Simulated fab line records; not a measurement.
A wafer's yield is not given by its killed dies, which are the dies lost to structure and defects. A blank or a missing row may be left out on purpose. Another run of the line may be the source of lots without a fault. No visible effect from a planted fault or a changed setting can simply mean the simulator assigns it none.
Split-lot trial | flow n5_finfet | 39 wafers read across 7 lots, on a route 1938 steps long

## ON THE SPLIT
At N5_BEOL_M2_TRENCH_ETCH_37 (etches SiOC in C4F6/O2, target depth 55.555 nm, time 29.2 s), the setting time_s was moved away from the recipe's 29.2 s on 12 of the 39 wafers read, by -47.2% to +49.6%. The other wafers ran this setting at the recipe's value.

## FROM THE SPLIT TO THE READING: what the file shows between them, 8 steps
- N5_BEOL_M2_ETCH_41: etches SiCN in CH3F/O2, target depth 29.9 nm, time 52.5 s
- N5_BEOL_M2_STRIP_97: strips in N2/H2, time 10 s
- N5_BEOL_M2_OCD_MEAS_38
- N5_BEOL_M2_HM_STRIP_39: strips TiN in peroxide tin strip, target depth 25 nm, time 158 s
- N5_BEOL_M2_SRD_40: time 30 s
- N5_BEOL_M2_ECD_50: material Cu, target thk 300 nm
- N5_BEOL_M2_ANNEAL_51: time 90 s
- N5_BEOL_M2_CMP_52: polishes, stops on SiOC, t overpolish 6.8 s, target thk 40 nm

## THE READING
M2_THK, in nm, at N5_BEOL_M2_THK_MEAS_53 (measures by xrf). A value of 38.7 nm with a standard deviation of 2 nm is what fault-free wafers of this fab line usually give.

wafer  | tool, chamber at the split | time_s as run, s | against the recipe | M2_THK, nm | against lot-mates on the recipe
L074.1 | rie_diel-03, 3             | 40.1             | +37.3%             | 61.6       | +24.0
L074.2 | rie_diel-03, 2             | 40.1             | +37.3%             | 58.4       | +20.8
L074.3 | rie_diel-03, 0             | 29.2             | recipe             | 35.5       | -
L074.4 | rie_diel-03, 1             | 29.2             | recipe             | 38.4       | -
L074.5 | rie_diel-03, 2             | 40.1             | +37.3%             | 61.4       | +23.8
L074.6 | rie_diel-03, 1             | 29.2             | recipe             | 38.8       | -
L076.1 | rie_diel-02, 0             | 29.2             | recipe             | 38.3       | -
L076.2 | rie_diel-02, 1             | 29.2             | recipe             | 36.9       | -
L076.3 | rie_diel-02, 2             | 29.2             | recipe             | 40.2       | -
L076.4 | rie_diel-02, 0             | 29.2             | recipe             | 35.8       | -
L076.5 | rie_diel-02, 1             | 29.2             | recipe             | 36.9       | -
L076.6 | rie_diel-02, 2             | 29.2             | recipe             | 42.3       | -
L075.2 | rie_diel-02, 2             | 29.2             | recipe             | 41.3       | -
L075.4 | rie_diel-02, 1             | 29.2             | recipe             | 39.8       | -
L075.6 | rie_diel-02, 0             | 29.2             | recipe             | 36.3       | -
L082.1 | rie_diel-01, 1             | 29.2             | recipe             | 39.8       | -
L082.2 | rie_diel-01, 2             | 29.2             | recipe             | 40.8       | -
L082.3 | rie_diel-01, 3             | 29.2             | recipe             | 43.1       | -
L082.4 | rie_diel-01, 0             | 29.2             | recipe             | 35.7       | -
L082.5 | rie_diel-01, 0             | 29.2             | recipe             | 37.1       | -
L082.6 | rie_diel-01, 3             | 29.2             | recipe             | 41.7       | -
L087.1 | rie_diel-03, 3             | 43.68            | +49.6%             | 66.3       | +28.2
L087.2 | rie_diel-03, 1             | 43.68            | +49.6%             | 68.9       | +30.8
L087.3 | rie_diel-03, 2             | 29.2             | recipe             | 36.7       | -
L087.4 | rie_diel-03, 2             | 29.2             | recipe             | 38.2       | -
L087.5 | rie_diel-03, 3             | 43.68            | +49.6%             | 67.3       | +29.2
L087.6 | rie_diel-03, 1             | 29.2             | recipe             | 39.5       | -
L091.1 | rie_diel-03, 2             | 37.55            | +28.6%             | 51.8       | +12.3
L091.2 | rie_diel-03, 0             | 37.55            | +28.6%             | 55.4       | +15.9
L091.3 | rie_diel-03, 3             | 29.2             | recipe             | 38.8       | -
L091.4 | rie_diel-03, 3             | 29.2             | recipe             | 39.7       | -
L091.5 | rie_diel-03, 0             | 29.2             | recipe             | 39.9       | -
L091.6 | rie_diel-03, 2             | 37.55            | +28.6%             | 52.0       | +12.5
L093.1 | rie_diel-03, 2             | 29.2             | recipe             | 37.4       | -
L093.2 | rie_diel-03, 0             | 29.2             | recipe             | 37.4       | -
L093.3 | rie_diel-03, 1             | 15.42            | -47.2%             | 12.7       | -26.0
L093.4 | rie_diel-03, 3             | 15.42            | -47.2%             | 11.9       | -26.8
L093.5 | rie_diel-03, 1             | 29.2             | recipe             | 41.2       | -
L093.6 | rie_diel-03, 2             | 15.42            | -47.2%             | 11.0       | -27.7

THE FIT
A straight line over all 39 wafers: M2_THK changes by +0.568 nm for each +1% of time_s; r = +0.99; the points scatter about the line by 2 nm.
The same after taking each lot's own level away (the mean of its wafers on the recipe; 39 wafers): +0.575 nm for each +1%; r = +0.99; scatter 2.1 nm.
The reading moves by 29 nm for the largest change in time_s, on that fit.
Measured against the standard deviation above, the lots' own levels, which go from 37.57 to 39.70 nm, span 1.1 times it.
So the lot-to-lot level changes the slope little: the two slopes agree.
Check: with one of the wafers moved furthest among these (+49.6%) left out of the fit, the line predicts +28.5 nm for it against its lot-mates. Against them it came out at +28.2 nm.

## THE WHOLE CHAIN: every reading that the file lists as answering this split, in the file's order
step                      | what it does                                                  | reading                                                                          | change (the file's fit)                                                           | r (the file's)
N5_BEOL_M2_TRENCH_ETCH_37 | etches SiOC in C4F6/O2, target depth 55.555 nm, time 29.2 s   | etch.depth_nm (the simulator's own value, which no gauge read)                   | +0.566 nm for each +1% of the setting                                             | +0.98
N5_BEOL_M2_TRENCH_ETCH_37 | etches SiOC in C4F6/O2, target depth 55.555 nm, time 29.2 s   | BEOL_M2.feature_depth_nm (the simulator's own value, which no gauge read)        | +0.566 nm for each +1% of the setting                                             | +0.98
N5_BEOL_M2_TRENCH_ETCH_37 | etches SiOC in C4F6/O2, target depth 55.555 nm, time 29.2 s   | TiN_of_BEOL_M2_HM_DEP_02.thk_nm (the simulator's own value, which no gauge read) | -0.0243 nm for each +1% of the setting                                            | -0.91
N5_BEOL_M2_OCD_MEAS_38    |                                                               | trench_depth_nm                                                                  | +0.567 nm for each +1% of the setting                                             | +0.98
N5_BEOL_M2_CMP_52         | polishes, stops on SiOC, t overpolish 6.8 s, target thk 40 nm | Cu_of_BEOL_M2_ECD_50.thk_nm (the simulator's own value, which no gauge read)     | +0.579 nm for each +1% of the setting                                             | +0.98
N5_BEOL_M2_THK_MEAS_53    | measures by xrf                                               | M2_THK                                                                           | +0.575 for each +1% of the setting                                                | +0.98
N5_BEOL_M2_RS_MEAS_58     | measures by four-point-probe                                  | M2_RS                                                                            | not straight: 3.49 at the lowest setting, 0.68 at the recipe, 0.35 at the highest | not given

## FILE'S OWN FIT
M2_THK changes by +0.575 nm for each +1% of time_s, r = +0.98.
